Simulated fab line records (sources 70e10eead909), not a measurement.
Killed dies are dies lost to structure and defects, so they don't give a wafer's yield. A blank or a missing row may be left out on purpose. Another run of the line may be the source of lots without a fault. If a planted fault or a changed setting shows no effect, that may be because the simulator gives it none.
Matching of chambers ; flow nand_harc ; NHARC_A_STAIRCASE_CMP_450 on cmp-02 has 4 sister chambers
The step polishes SiO2, target thk 200 nm. 4 wafers are shown with their chamber, then 10 later ones without.

## WAFERS WITH THEIR CHAMBER
wafer;chamber;motor_current_A (A)
L087.2;1;11.5
L087.4;0;11.3
L090.2;3;11.2
L090.4;2;13.9

## WAFERS WITHOUT THEIR CHAMBER
wafer;motor_current_A (A)
L090.5;14.3
L092.1;14.2
L092.3;11.2
L092.5;11.0
L093.1;10.9
L093.3;10.9
L093.4;10.9
L094.1;11.6
L094.2;14.3
L094.5;11.5

## WHICH CHAMBER EACH ONE RAN IN
wafer;from the rows above;in truth
L090.5;2;2
L092.1;2;2
L092.3;can't be placed: 3 or 0 or 1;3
L092.5;can't be placed: 3 or 0 or 1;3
L093.1;can't be placed: 3 or 0 or 1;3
L093.3;can't be placed: 3 or 0 or 1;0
L093.4;can't be placed: 3 or 0 or 1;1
L094.1;can't be placed: 1 or 0 or 3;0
L094.2;2;2
L094.5;can't be placed: 1 or 0 or 3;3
3 of 10 placed correctly. These rows do not allow placing 7 (true chamber among the candidates in 7). Wrongly placed: 0.
How it was worked out, from the rows above alone: a wafer's distance from a chamber is the root of the sum, over the readings, of the square of ((its reading less the chamber's mean) divided by the reading's scatter). If the next closest chamber is less than 2 further off than the closest, the wafer can't be placed; otherwise it belongs to the closest. For every chamber, the mean is computed from those of its wafers that are shown. The scatter: root of mean squared gap, hidden wafer to nearest shown wafer, with one shown wafer a chamber.
